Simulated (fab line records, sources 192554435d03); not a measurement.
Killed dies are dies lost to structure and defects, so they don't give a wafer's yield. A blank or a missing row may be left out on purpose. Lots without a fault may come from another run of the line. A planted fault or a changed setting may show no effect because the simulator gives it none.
Chamber matching | flow n5_finfet | N5_MOL_CONTACT_COAG_CO_FILL_22 on cvd_co-02: 3 sister chambers
The step material Co, precursor CCTBA/H2, target thk 20 nm. 3 wafers are shown with their chamber, then 10 later ones without.

WAFERS WITH THEIR CHAMBER
wafer  | chamber | heater_power_w (W)
L087.5 | 1       | 208
L088.1 | 0       | 228
L088.3 | 2       | 227

WAFERS WITHOUT THEIR CHAMBER
wafer  | heater_power_w (W)
L088.4 | 228
L092.1 | 202
L092.2 | 229
L092.3 | 222
L095.1 | 225
L095.2 | 206
L095.3 | 223
L095.4 | 223
L095.5 | 207
L095.6 | 235

WHICH CHAMBER EACH WENT THROUGH
wafer  | from the rows above     | in truth
L088.4 | can't be placed: 0 or 2 | 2
L092.1 | 1                       | 1
L092.2 | can't be placed: 0 or 2 | 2
L092.3 | can't be placed: 2 or 0 | 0
L095.1 | can't be placed: 2 or 0 | 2
L095.2 | 1                       | 1
L095.3 | can't be placed: 2 or 0 | 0
L095.4 | can't be placed: 2 or 0 | 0
L095.5 | 1                       | 1
L095.6 | can't be placed: 0 or 2 | 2
Placed correctly: 3 of 10. Can't be placed from these rows: 7 (the true chamber is among the candidates in 7). Placed wrongly: 0.
How it was worked out, from the rows above alone: a wafer's distance from a chamber is the root of the sum, over the readings, of the square of ((its reading less the chamber's mean) divided by the reading's scatter). The wafer belongs to the nearest chamber; if the next one is less than 2 further off, it can't be placed. A chamber's mean is the mean of its shown wafers. The scatter: with one shown wafer a chamber, the root of the mean of the squares of how far each hidden wafer lies from its nearest shown one.
